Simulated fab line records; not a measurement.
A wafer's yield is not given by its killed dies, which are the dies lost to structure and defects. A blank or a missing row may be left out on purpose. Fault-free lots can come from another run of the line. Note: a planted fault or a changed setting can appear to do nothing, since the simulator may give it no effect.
Chamber matching	flow nand-harc	NHARC_A_CHANNEL_FILL_D1_ALD_14 on ald-hk-03 has 4 sister chambers
The step deposits SiO2, target thk 2.5 nm, pulse time 10 s, ald cycles 25. 4 wafers are shown with their chamber, then 7 later ones without.

## WAFERS, EACH WITH ITS CHAMBER
wafer	chamber	heater-power-w (W)
L087.1	1	447
L090.1	2	489
L093.1	3	462
L093.4	0	326

## WAFERS WITH NO CHAMBER GIVEN
wafer	heater-power-w (W)
L093.5	330
L092.1	491
L092.3	329
L092.4	455
L095.2	325
L095.5	502
L095.6	444

## WHICH CHAMBER EACH ONE RAN IN
wafer	from the rows above	in truth
L093.5	0	0
L092.1	2	2
L092.3	0	0
L092.4	can't be placed: 3 or 1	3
L095.2	0	0
L095.5	2	2
L095.6	1	1
Correct placement for 6 of the 7. Not placeable from these rows: 1 (in 1, the candidates include the true chamber). Number placed wrongly: 0.
How it was worked out, from the rows above alone: a wafer's distance from a chamber is the root of the sum, over the readings, of the square of ((its reading less the chamber's mean) divided by the reading's scatter). If the next closest chamber is less than 2 further off than the closest, the wafer can't be placed; otherwise it belongs to the closest. The mean given for a chamber averages the wafers shown for that chamber. The scatter (one wafer shown for each chamber): square how far every hidden wafer sits from the nearest shown wafer, average those squares and take the square root.
